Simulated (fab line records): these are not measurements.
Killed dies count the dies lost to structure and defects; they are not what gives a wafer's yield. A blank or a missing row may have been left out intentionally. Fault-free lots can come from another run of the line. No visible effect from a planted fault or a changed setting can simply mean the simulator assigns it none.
Struck lot and sound lot, side by side + flow n5Finfet + 23 out of 1938 route steps
Sound: these wafers, L143.1, L143.4, L143.6. The struck wafers were L149.1, L149.2, L149.5. The cause is named last.
At each step with rows: each side's tool, then ch and its chambers, then its first start. Under that, the readings that differ: sound wafers + struck wafers + difference of the means + sigmas: that difference in standard deviations of wafers without a fault.
alike: same words and numbers on both sides, and readings whose means sit less than 2 such deviations apart. not compared: any withheld reading, any reading some wafer has no value for, any bound like >300 that may hide the same value, and any number with overlapping values for which the record gives no deviation.
The two part at a step that has a row with sigmas, a row that says differs or no value, or rows on one side only. Non-overlapping numbers with no deviation appear without sigmas and do not part them. Lack of a reading on every wafer of one side parts them only where that side has two or more wafers.

first, 8 steps without rows for these wafers: N5_BEOL_M10_DEVELOP_10 (develop time 30 s); N5_BEOL_M10_DESCUM_16 (chemistry O2, time 7.9 s); N5_BEOL_M10_ETCH_61 (etches SiARC in CF4, target depth 39 nm, time 65 s); N5_BEOL_M10_ETCH_62 (etches SOC in N2/H2, target depth 110 nm, overetch 22 nm, time 165 s); N5_BEOL_M10_STRIP_68 (strips in N2/H2); N5_BEOL_M10_STRIP_67 (strips in CF4); N5_BEOL_M10_HM_OPEN_17 (chemistry Cl2/BCl3, target TiN, target depth 20 nm, overetch 6 nm); N5_BEOL_M10_STRIP_19 (strips in O2).
N5_BEOL_M10_COAT_63: time 60 s, resist thk 100 nm.
  sound on lithoTrack-01 ch 0, day 11 20:05; struck on lithoTrack-01 ch 0, day 12 20:47
| reading                                  | sound                | struck               | difference | sigmas      |
|------------------------------------------|----------------------|----------------------|------------|-------------|
| spinSpeedRpm (rpm)                       | 1500.6 1498.4 1501.6 | 1213.1 1211.6 1212.0 | -288.0     | -99 or more |
| model.SOC_of_BEOL_M10_COAT_63.thkNm (nm) | 99.6 100 99.6        | 111.4 110.8 111      | +11.3      |             |
then, 9 steps without rows for these wafers: N5_BEOL_M10_COAT_64 (time 60 s, resist thk 30 nm); N5_BEOL_M10_COAT_22 (resist thk 90 nm); N5_BEOL_M10_EBR_24; N5_BEOL_M10_SOFTBAKE_23 (time 60 s); N5_BEOL_M10_EXPOSE_25 (exposes mask V9); N5_BEOL_M10_PEB_26 (peb time 60 s); N5_BEOL_M10_DEVELOP_27 (develop time 30 s); N5_BEOL_M10_DESCUM_33 (chemistry O2, time 7.9 s); N5_BEOL_M10_ETCH_65 (etches SiARC in CF4, target depth 39 nm, time 65 s).
N5_BEOL_M10_ETCH_66: etches SOC in N2/H2, target depth 120 nm, overetch 24 nm, time 180 s.
  sound on rieDiel-04 ch 0,1,3, day 11 20:32; struck on rieDiel-04 ch 1,3, day 12 21:13
| reading                 | sound             | struck          | difference | sigmas |
|-------------------------|-------------------|-----------------|------------|--------|
| model.etch.depthNm (nm) | 99.67 99.91 99.55 | 111.3 110.9 111 | +11.4      |        |
  alike: biasW, drypumpMotorCurrentA, oesProductAu, rfVppV, showerheadPlenumPTorr, tempC, throttleValvePct
  not compared: rfHoursCounterH
then, 1 step without rows for these wafers: N5_BEOL_M10_STRIP_69 (strips in N2/H2).
N5_BEOL_M10_VIA_ETCH_34: etches SiCOH lowk in C4F6/O2, target depth 184.5 nm, time 69.2 s.
  sound on rieDiel-04 ch 0,1,3, day 11 20:40; struck on rieDiel-04 ch 1,3, day 12 21:20
| reading                                  | sound        | struck            | difference | sigmas |
|------------------------------------------|--------------|-------------------|------------|--------|
| model.SOC_of_BEOL_M10_COAT_63.thkNm (nm) | 91.8 91.8 91 | 103.2 102.4 102.4 | +11.1      |        |
  alike: biasW, drypumpMotorCurrentA, oes_f_703_au, oesProductAu, rfVppV, showerheadPlenumPTorr, throttleValvePct
  not compared: rfHoursCounterH
then, 1 step without rows for these wafers: N5_BEOL_M10_STRIP_73 (strips in C4F6/O2).
-- a jump in the record: the struck wafers' starts before and after are 2 days apart (it breaks off in module BEOL_M10 and resumes in module PASSIVATION, where the first step shown is number 1936 of the route) --
N5_PASSIVATION_PROBE_49:
  only the struck wafers here have rows in the record (prober-02, day 15 04:14); the sound ones have none

== WHERE THEY PART ==
At N5_BEOL_M10_COAT_63 first; at N5_PASSIVATION_PROBE_49 last (within this record only).

WHY: the cause the simulator had injected
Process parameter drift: lithoTrack-01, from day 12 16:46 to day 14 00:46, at N5_BEOL_M10_COAT_63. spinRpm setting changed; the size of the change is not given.
